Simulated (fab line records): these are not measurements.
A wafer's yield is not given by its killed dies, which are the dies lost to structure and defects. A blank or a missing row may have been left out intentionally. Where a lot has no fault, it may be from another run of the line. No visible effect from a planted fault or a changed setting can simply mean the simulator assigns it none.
What tool caused it? / flow n5_finfet / 9 lots with 27 wafers sampled at 5 steps, on a route of 1938 steps

== WHAT THE GAUGES READ, wafer by wafer ==
N5_BEOL_M4_RC_MEAS_101.
lot=L897; measured=day 8 05:33; on=prober-01; EOT_P=10.46 10.59 10.50
lot=L898; measured=day 8 10:10; on=prober-02; EOT_P=10.44 10.50 10.53
lot=L899; measured=day 8 05:05; on=prober-02; EOT_P=10.50 10.42 10.48
lot=L900; measured=day 9 11:14; on=prober-01; EOT_P=10.48 10.42 10.55
lot=L901; measured=day 9 07:38; on=prober-02; EOT_P=10.43 10.33 10.39
lot=L902; measured=day 9 09:32; on=prober-01; EOT_P=10.51 10.40 10.39
lot=L905; measured=day 9 19:16; on=prober-02; EOT_P=10.49 14.97 10.49
lot=L907; measured=day 10 18:02; on=prober-01; EOT_P=14.92 10.54 10.45
lot=L916; measured=day 12 23:17; on=prober-01; EOT_P=10.31 10.55 10.43

== WHICH TOOL RAN EACH LOT (tool, then ch and the chambers of the sampled wafers, then the start) ==
lot=L897; N5_DUMMY_GATE_ALD_02=ald_sin-03 ch 1,2,3, day 2 19:16; N5_BEOL_M4_SPUTTER_81=pvd_sputter-03, day 8 02:46; N5_BEOL_M4_SPUTTER_90=pvd_sputter-03, day 8 03:26; N5_BEOL_M4_CO_CAP_55=cvd_co-02 ch 0,1, day 8 05:01
lot=L898; N5_DUMMY_GATE_ALD_02=ald_sin-04 ch 0,1,2, day 3 00:57; N5_BEOL_M4_SPUTTER_81=pvd_sputter-01, day 8 07:35; N5_BEOL_M4_SPUTTER_90=pvd_sputter-01, day 8 08:15; N5_BEOL_M4_CO_CAP_55=cvd_co-01 ch 0,2, day 8 09:47
lot=L899; N5_DUMMY_GATE_ALD_02=ald_sin-03 ch 1,2, day 3 08:31; N5_BEOL_M4_SPUTTER_81=pvd_sputter-01, day 8 02:40; N5_BEOL_M4_SPUTTER_90=pvd_sputter-01, day 8 03:20; N5_BEOL_M4_CO_CAP_55=cvd_co-01 ch 1,2, day 8 04:52
lot=L900; N5_DUMMY_GATE_ALD_02=ald_sin-03 ch 1,3, day 3 15:22; N5_BEOL_M4_SPUTTER_81=pvd_sputter-01, day 9 08:37; N5_BEOL_M4_SPUTTER_90=pvd_sputter-01, day 9 09:17; N5_BEOL_M4_CO_CAP_55=cvd_co-02 ch 0,1,2, day 9 10:58
lot=L901; N5_DUMMY_GATE_ALD_02=ald_sin-03 ch 0,1,3, day 3 20:23; N5_BEOL_M4_SPUTTER_81=pvd_sputter-01, day 9 04:49; N5_BEOL_M4_SPUTTER_90=pvd_sputter-01, day 9 05:29; N5_BEOL_M4_CO_CAP_55=cvd_co-01 ch 0,1,2, day 9 07:25
lot=L902; N5_DUMMY_GATE_ALD_02=ald_sin-03 ch 0,1,3, day 4 00:19; N5_BEOL_M4_SPUTTER_81=pvd_sputter-02, day 9 07:07; N5_BEOL_M4_SPUTTER_90=pvd_sputter-02, day 9 07:47; N5_BEOL_M4_CO_CAP_55=cvd_co-01 ch 1,2, day 9 09:19
lot=L905; N5_DUMMY_GATE_ALD_02=ald_sin-03 ch 0,1,2, day 4 18:48; N5_BEOL_M4_SPUTTER_81=pvd_sputter-01, day 9 16:49; N5_BEOL_M4_SPUTTER_90=pvd_sputter-01, day 9 17:29; N5_BEOL_M4_CO_CAP_55=cvd_co-01 ch 0,1,2, day 9 19:01
lot=L907; N5_DUMMY_GATE_ALD_02=ald_sin-03 ch 1,2,3, day 5 12:19; N5_BEOL_M4_SPUTTER_81=pvd_sputter-02, day 10 15:28; N5_BEOL_M4_SPUTTER_90=pvd_sputter-02, day 10 16:08; N5_BEOL_M4_CO_CAP_55=cvd_co-02 ch 0,2, day 10 17:39
lot=L916; N5_DUMMY_GATE_ALD_02=ald_sin-01 ch 0,1,2, day 7 13:33; N5_BEOL_M4_SPUTTER_81=pvd_sputter-02, day 12 20:04; N5_BEOL_M4_SPUTTER_90=pvd_sputter-02, day 12 20:43; N5_BEOL_M4_CO_CAP_55=cvd_co-01 ch 1,2, day 12 22:16
- N5_DUMMY_GATE_ALD_02: deposits SiO2, target thk 2 nm, pulse time 1 s.
- N5_BEOL_M4_SPUTTER_81: material Cu, target thk 4.5 nm, time 8.29 s.
- N5_BEOL_M4_SPUTTER_90: material Cu, target thk 4.5 nm, time 8.29 s.
- N5_BEOL_M4_CO_CAP_55: material Co, precursor CCTBA/H2, target thk 2 nm, time 102.1 s.

== THE ANSWER, worked out from the rows above alone ==
Rule: the lots themselves supply what counts as usual. The widest of any qualifying gaps counts: lots, ordered by their means at a reading, are off when they make up no more than a third of the lots, leave a main group of 4 or more, and stand apart from it by 3 or more times the standard deviation of that group's means. The tables above print the reading to a certain number of digits; a main group whose means all agree to those digits is not used. A lot without any number at a reading at which 4 lots or more have one is off too. The other lots that the step has rows for count as sound.
Off: at N5_BEOL_M4_RC_MEAS_101 (EOT_P), L905, L907. Mean 10.46 and standard deviation 0.042 in the main group.
A tool fits if, at a process step before that reading, it ran every lot that is off, and no sound lot after the first of them. The gauges at N5_BEOL_M4_RC_MEAS_101 are tried like those tools. One fits: ald_sin-03 at N5_DUMMY_GATE_ALD_02. Its last sound lot is L902 (day 4 00:19), its first lot that is off L905 (day 4 18:48): a fault that began between those two fits.

== WHAT THE SIMULATOR HAD PUT IN ==
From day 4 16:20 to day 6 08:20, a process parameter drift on ald_sin-03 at N5_DUMMY_GATE_ALD_02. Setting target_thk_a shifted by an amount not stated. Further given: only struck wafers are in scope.
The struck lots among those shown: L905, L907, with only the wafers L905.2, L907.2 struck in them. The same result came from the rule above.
